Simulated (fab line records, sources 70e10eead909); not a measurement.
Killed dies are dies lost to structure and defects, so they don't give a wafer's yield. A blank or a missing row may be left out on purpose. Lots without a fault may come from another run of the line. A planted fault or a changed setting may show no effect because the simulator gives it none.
A struck lot beside a sound one | flow nand_harc | 28 steps out of a route of 1159
Sound: wafers L225.2, L225.4, L225.5. Struck: wafers L222.4, L222.5, L222.6. The cause comes at the end.
At each step with rows: each side's tool, then ch and its chambers, then its first start. Under that, the readings that differ: sound wafers | struck wafers | difference of the means | sigmas: that difference in standard deviations of wafers without a fault.
alike: readings whose means differ by less than 2 such deviations, and words and numbers that are the same on both sides. not compared: withheld readings, readings that some wafer has no value for, bounds like >300 that may hide the same value, and numbers for which the record gives no deviation and whose values overlap.
The two part at a step that has a row with sigmas, a row that says differs or no value, or rows on one side only. Numbers that don't overlap but have no deviation are shown without sigmas and don't part them. A reading that every wafer of one side lacks parts them only if that side has two wafers or more.

first, 1 step without rows for these wafers: NHARC_P_ZERO_WELL_HARDBAKE_53 (time 80 s).
NHARC_P_ZERO_WELL_DESCUM_54: chemistry O2, time 3 s.
  sound on rie_diel-01 ch 2,3, day 5 05:48; struck on rie_diel-11 ch 0,1, day 4 11:56
  alike: drypump_motor_current_A, mfc_ar_sccm, o2_flow_sccm, oes_product_au, rf_vpp_V, showerhead_plenum_p_Torr, throttle_valve_pct
  not compared: rf_hours_counter_h
then, 5 steps without rows for these wafers: NHARC_P_ZERO_WELL_IMPLANT_55; NHARC_P_ZERO_WELL_IMPLANT_61; NHARC_P_ZERO_WELL_STRIP_56 (strips in SPM, time 840 s); NHARC_P_ZERO_WELL_PRECLEAN_68 (cleans in SC1, time 60 s); NHARC_P_ZERO_WELL_SRD_69.
NHARC_P_ZERO_WELL_RTA_42: time 300 s.
  sound on rtp_anneal-02 ch 0, day 5 07:02; struck on rtp_anneal-01 ch 0, day 4 13:14
  alike: lamp_power_pct, wafer_temp_C_max
NHARC_P_ZERO_WELL_INSPECT_43:
  sound on defect_inspect-02, day 5 07:36; struck on defect_inspect-02, day 4 13:35
  alike: raw_defect_count
then, 3 steps without rows for these wafers: NHARC_P_STI_ETCH_26 (etches SiO2 in dHF, target depth 11 nm); NHARC_P_STI_PRECLEAN_27 (cleans in SC1); NHARC_P_STI_SRD_28.
NHARC_P_STI_OXIDE_29: material SiO2, target thk 10 nm, ox time 1362 s.
  sound on furnace-03 ch 0, day 5 11:35; struck on furnace-05 ch 0, day 4 18:13
  alike: spike_tc_top_C
then, 10 steps without rows for these wafers: NHARC_P_STI_HM_DEP_30 (deposits Si3N4, target thk 80 nm, time 873 s); NHARC_P_STI_DEHYDRATE_01 (time 120 s); NHARC_P_STI_HMDS_02 (time 30 s); NHARC_P_STI_COAT_41 (time 65 s); NHARC_P_STI_COAT_03 (resist thk 600 nm); NHARC_P_STI_SOFTBAKE_04 (time 70 s); NHARC_P_STI_EBR_05; NHARC_P_STI_EXPOSE_06 (exposes mask P STI, target cd 200 nm); NHARC_P_STI_PEB_07 (peb time 80 s); NHARC_P_STI_DEVELOP_08 (time 50 s).
NHARC_P_STI_CD_MEAS_09: target cd 200 nm.
  sound on cd_sem-02 ch 0, day 5 22:54; struck on cd_sem-01 ch 0, day 5 05:32
  alike: cd_nm
NHARC_P_STI_OVL_MEAS_10:
  sound on overlay-01, day 5 22:59; struck on overlay-01, day 5 05:37
  alike: overlay_x_nm, overlay_y_nm
NHARC_P_STI_INSPECT_11:
  sound on defect_inspect-01, day 5 23:02; struck on defect_inspect-01, day 5 05:40
  reading          | sound | struck         | difference | sigmas
  raw_defect_count | 3 3 3 | 1245 1202 1205 | +1214      | +99 or more
then, 1 step without rows for these wafers: NHARC_P_STI_HARDBAKE_13 (time 65 s).
-- the record jumps here: 17 days lie between the struck wafers' starts before and after (it left off in module P_STI and takes up again in module END, whose first step shown is number 1159 of the route) --
NHARC_END_SORT_01:
  the record has rows for the struck wafers here (prober-02 ch 0, day 22 16:08) and none for the sound ones

WHERE THEY PART
First at NHARC_P_STI_INSPECT_11; last, within this record, at NHARC_END_SORT_01.

WHY: what the simulator had put in
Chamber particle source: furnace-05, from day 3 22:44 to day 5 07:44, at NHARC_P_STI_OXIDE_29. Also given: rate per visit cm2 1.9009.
